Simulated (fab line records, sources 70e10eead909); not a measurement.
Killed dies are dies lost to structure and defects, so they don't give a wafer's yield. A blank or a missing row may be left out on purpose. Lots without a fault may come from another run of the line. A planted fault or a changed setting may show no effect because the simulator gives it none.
Chamber matching | flow nand_harc | NHARC_A_CONTACT_DEP_24 on pecvd-01: 3 sister chambers
The step deposits SiO2, target thk 500 nm. 18 wafers are shown with their chamber, then 9 later ones without.

WAFERS WITH THEIR CHAMBER
wafer  | chamber | throttle_valve_pct (%) | heater_power_w (W) | rf_fwd_power_W (W)
L084.3 | 1       | 15.3                   | 532                | 895.2
L084.5 | 1       | 14.9                   | 399                | 898.5
L084.6 | 0       | 16.0                   | 635                | 896.5
L082.1 | 0       | 16.0                   | 741                | 897.5
L082.4 | 0       | 15.7                   | 578                | 897.5
L082.5 | 1       | 15.3                   | 484                | 898.4
L083.1 | 0       | 15.9                   | 652                | 898.3
L083.3 | 2       | 15.8                   | 504                | 897.8
L083.6 | 1       | 15.0                   | 484                | 897.1
L088.1 | 1       | 15.5                   | 517                | 898.3
L088.2 | 2       | 16.0                   | 566                | 896.4
L088.3 | 0       | 15.8                   | 731                | 900.2
L087.2 | 0       | 15.9                   | 734                | 897.6
L087.5 | 1       | 14.9                   | 389                | 898.4
L087.6 | 0       | 16.3                   | 596                | 896.8
L092.1 | 0       | 16.1                   | 628                | 900.3
L092.5 | 1       | 15.1                   | 519                | 899.2
L092.6 | 2       | 16.0                   | 595                | 897.0

SIGNATURES (means of the wafers above)
reading            | chamber 0 | chamber 1 | chamber 2 | scatter within a chamber
throttle_valve_pct | 15.963    | 15.143    | 15.933    | 0.197
heater_power_w     | 661.88    | 474.86    | 555.00    | 60.1
rf_fwd_power_W     | 898.087   | 897.871   | 897.067   | 1.32
Rule: a wafer's distance from a chamber is the root of the sum, over the readings, of the square of ((its reading less the chamber's mean) divided by the reading's scatter). The wafer belongs to the nearest chamber; if the next one is less than 2 further off, it can't be placed. The scatter: the root of (the sum of the squares of (reading less its chamber's mean) over the shown wafers, divided by (wafers less chambers)).

WAFERS WITHOUT THEIR CHAMBER
wafer  | throttle_valve_pct (%) | heater_power_w (W) | rf_fwd_power_W (W)
L093.1 | 16.0                   | 653                | 900.3
L093.3 | 15.9                   | 546                | 900.5
L093.6 | 16.0                   | 687                | 898.3
L094.1 | 15.5                   | 421                | 898.7
L094.3 | 16.3                   | 558                | 900.3
L094.4 | 15.4                   | 720                | 902.5
L097.1 | 16.4                   | 466                | 895.8
L097.5 | 16.2                   | 504                | 900.9
L097.6 | 15.5                   | 606                | 902.4

WHICH CHAMBER EACH WENT THROUGH
wafer  | from the rows above          | in truth
L093.1 | can't be placed: 0 or 2      | 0
L093.3 | can't be placed: 2 or 0 or 1 | 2
L093.6 | can't be placed: 0 or 2      | 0
L094.1 | can't be placed: 1 or 2      | 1
L094.3 | can't be placed: 0 or 2      | 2
L094.4 | can't be placed: 0 or 1 or 2 | 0
L097.1 | can't be placed: 2 or 0      | 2
L097.5 | can't be placed: 2 or 0      | 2
L097.6 | can't be placed: 0 or 1 or 2 | 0
Placed correctly: 0 of 9. Can't be placed from these rows: 9 (the true chamber is among the candidates in 9). Placed wrongly: 0.
